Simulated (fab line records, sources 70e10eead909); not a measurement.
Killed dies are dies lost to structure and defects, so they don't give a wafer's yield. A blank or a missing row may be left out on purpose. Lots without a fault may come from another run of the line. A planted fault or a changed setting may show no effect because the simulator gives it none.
Which tool did it? | flow nand_harc | 13 lots, 39 wafers sampled, at 5 steps of a route of 1159

WHAT THE GAUGES READ, wafer by wafer
NHARC_A_SLIT_CD_MEAS_09: target cd 300 nm.
lot  | measured     | on        | cd_nm (nm)
L936 | day 14 03:20 | cd_sem-01 | 299.9 299.7 299.7
L935 | day 14 16:16 | cd_sem-01 | 299.8 298.5 299.3
L937 | day 15 03:51 | cd_sem-03 | 298.9 299.2 299.6
L939 | day 15 12:13 | cd_sem-03 | 300.1 300.1 299.9
L946 | day 17 01:32 | cd_sem-02 | 300.4 299.5 300.6
L949 | day 17 22:06 | cd_sem-03 | 299.3 300.5 300.9
L948 | day 17 22:15 | cd_sem-01 | 300.8 300.2 300.3
L952 | day 18 15:28 | cd_sem-01 | 299.6 298.9 299.8
L951 | day 18 15:53 | cd_sem-02 | 299.6 299.9 299.2
L954 | day 19 01:27 | cd_sem-01 | 300.4 299.6 299.9
L956 | day 19 14:13 | cd_sem-03 | 300.1 301.2 300.2
L957 | day 19 16:14 | cd_sem-02 | 300.4 299.3 299.4
L955 | day 19 14:47 | cd_sem-03 | 299.5 300.1 299.4

NHARC_END_SORT_01.
lot  | measured     | on        | killed_at_array | killed_at_other | killed_at_periphery | killed_dies | killed_open | killed_short
L935 | day 20 10:46 | prober-01 | 673 15 18       | 0 1 0           | 4 4 2               | 677 20 20   | 1 2 2       | 4 1 4
L937 | day 20 18:34 | prober-01 | 676 675 677     | 0 1 0           | 1 1 0               | 677 677 677 | 3 3 0       | 1 1 0

WHICH TOOL RAN EACH LOT (tool, then ch and the chambers of the sampled wafers, then the start)
lot  | NHARC_A_SLIT_DEP_25             | NHARC_A_SLIT_ETCH_26             | NHARC_A_WL_FILL_ALD_02
L936 | pecvd-03 ch 0,1,2, day 14 00:11 | har_etch-02 ch 0,1, day 14 07:20 | ald_metal-02 ch 0,2,3, day 14 15:05
L935 | pecvd-02 ch 1,2, day 14 13:20   | har_etch-01 ch 0,1, day 14 18:43 | ald_metal-02 ch 1,3, day 15 04:04
L937 | pecvd-04 ch 0,2, day 14 22:11   | har_etch-02 ch 0, day 15 08:19   | ald_metal-02 ch 1,2, day 15 16:14
L939 | pecvd-03 ch 0,1,2, day 15 06:08 | har_etch-01 ch 0,1, day 15 16:13 | ald_metal-04 ch 1,2,3, day 16 00:14
L946 | pecvd-02 ch 0,1, day 16 22:40   | har_etch-01 ch 0,1, day 17 04:01 | ald_metal-01 ch 0,3, day 17 13:29
L949 | pecvd-02 ch 1,2, day 17 19:04   | har_etch-01 ch 0, day 18 00:32   | ald_metal-01 ch 2,3, day 18 11:39
L948 | pecvd-04 ch 0,1,2, day 17 19:14 | har_etch-02 ch 0,1, day 18 14:13 | ald_metal-01 ch 1,2, day 18 23:36
L952 | pecvd-02 ch 0,1,2, day 18 11:11 | har_etch-01 ch 0,1, day 18 17:53 | ald_metal-04 ch 0,2,3, day 19 03:26
L951 | pecvd-04 ch 1,2, day 18 11:25   | har_etch-02 ch 0,1, day 18 18:22 | ald_metal-02 ch 0,2, day 19 03:34
L954 | pecvd-04 ch 0,1,2, day 18 22:29 | har_etch-01 ch 1, day 19 03:56   | ald_metal-02 ch 1,2, day 19 15:38
L956 | pecvd-02 ch 0,1,2, day 19 11:16 | har_etch-02 ch 0,1, day 19 16:48 | ald_metal-04 ch 1,2, day 20 02:19
L957 | pecvd-04 ch 0,1,2, day 19 11:16 | har_etch-02 ch 0,1, day 19 18:50 | ald_metal-04 ch 0,1,2, day 20 02:50
L955 | pecvd-03 ch 0,1, day 19 11:17   | har_etch-01 ch 0,1, day 19 18:22 | ald_metal-02 ch 1,3, day 20 02:28
- NHARC_A_SLIT_DEP_25: deposits SiO2, target thk 200 nm.
- NHARC_A_SLIT_ETCH_26: etches the open film in C4F8/O2/Ar, time 90 s, target depth 400 nm.
- NHARC_A_WL_FILL_ALD_02: deposits TiN, target thk 2 nm, pulse time 3 s, ald cycles 100.

WHAT THE TOOLS THEMSELVES READ (means of the sampled wafers that have a number; where no wafer has one, the mark that the record gives instead)
NHARC_A_SLIT_DEP_25.
lot  | tool     | heater_power_w (W) | throttle_valve_pct (%)
L936 | pecvd-03 | 492                | 16.1
L935 | pecvd-02 | 467                | 15.9
L937 | pecvd-04 | 538                | 16.1
L939 | pecvd-03 | 499                | 16.4
L946 | pecvd-02 | 549                | 16.1
L949 | pecvd-02 | 534                | 15.5
L948 | pecvd-04 | 562                | 16.0
L952 | pecvd-02 | 494                | 15.8
L951 | pecvd-04 | 555                | 16.3
L954 | pecvd-04 | 487                | 16.1
L956 | pecvd-02 | 539                | 15.8
L957 | pecvd-04 | 524                | 16.1
L955 | pecvd-03 | 558                | 16.7

NHARC_A_SLIT_ETCH_26.
lot  | tool        | drypump_motor_current_A (A) | esc_clamp_current_uA | mfc_ar_sccm (sccm) | showerhead_plenum_p_Torr (Torr) | throttle_valve_pct (%)
L936 | har_etch-02 | 6.4                         | 0.0213               | 374.2              | 3.72                            | 27.621
L935 | har_etch-01 | 5.7                         | 0.0214               | 374.3              | 3.77                            | 27.626
L937 | har_etch-02 | 6.0                         | 0.0205               | 375.1              | 3.80                            | 27.617
L939 | har_etch-01 | 5.7                         | 0.0214               | 373.7              | 3.76                            | 27.621
L946 | har_etch-01 | 5.7                         | 0.0214               | 376.2              | 3.75                            | 27.619
L949 | har_etch-01 | 5.2                         | 0.0217               | 374.6              | 3.81                            | 27.618
L948 | har_etch-02 | 6.4                         | 0.0214               | 374.4              | 3.70                            | 27.618
L952 | har_etch-01 | 5.7                         | 0.0214               | 373.8              | 3.74                            | 27.622
L951 | har_etch-02 | 6.1                         | 0.0209               | 374.8              | 3.74                            | 27.614
L954 | har_etch-01 | 6.0                         | 0.0214               | 375.4              | 3.71                            | 27.630
L956 | har_etch-02 | 6.2                         | 0.0209               | 373.5              | 3.73                            | 27.620
L957 | har_etch-02 | 6.2                         | 0.0210               | 374.8              | 3.73                            | 27.620
L955 | har_etch-01 | 5.7                         | 0.0214               | 374.4              | 3.74                            | 27.612

NHARC_A_WL_FILL_ALD_02.
lot  | tool         | heater_power_w (W) | precursor_pulse_height_rel
L936 | ald_metal-02 | 1091               | 1.009
L935 | ald_metal-02 | 1048               | 0.987
L937 | ald_metal-02 | 1065               | 0.994
L939 | ald_metal-04 | 1116               | 1.016
L946 | ald_metal-01 | 1064               | 1.007
L949 | ald_metal-01 | 1183               | 0.982
L948 | ald_metal-01 | 1106               | 0.985
L952 | ald_metal-04 | 1122               | 0.992
L951 | ald_metal-02 | 1048               | 0.980
L954 | ald_metal-02 | 1032               | 1.005
L956 | ald_metal-04 | 1069               | 0.984
L957 | ald_metal-04 | 1069               | 1.024
L955 | ald_metal-02 | 1133               | 1.001

THE ANSWER, worked out from the rows above alone
Rule: what is usual is taken from the lots themselves. Put in order of their means at a reading, lots are off if they are a third of the lots or fewer, leave a main group of 4 or more, and stand apart from it by a gap of 3 or more times the standard deviation of the main group's means; of several such gaps the widest counts. A main group whose means are all the same, to the digits that the tables above print for the reading, isn't used. A lot without any number at a reading at which 4 lots or more have one is off too. The other lots that the step has rows for count as sound. The gauges are gone through in route order, then the tools' own readings, and for those a lot's mean is taken as printed above. The first step at which some lot is off is used, and at that step the reading that is off furthest; a lot without a number counts as furthest.
No lot is off at any reading shown: from this, nothing can be told.

WHAT THE SIMULATOR HAD PUT IN
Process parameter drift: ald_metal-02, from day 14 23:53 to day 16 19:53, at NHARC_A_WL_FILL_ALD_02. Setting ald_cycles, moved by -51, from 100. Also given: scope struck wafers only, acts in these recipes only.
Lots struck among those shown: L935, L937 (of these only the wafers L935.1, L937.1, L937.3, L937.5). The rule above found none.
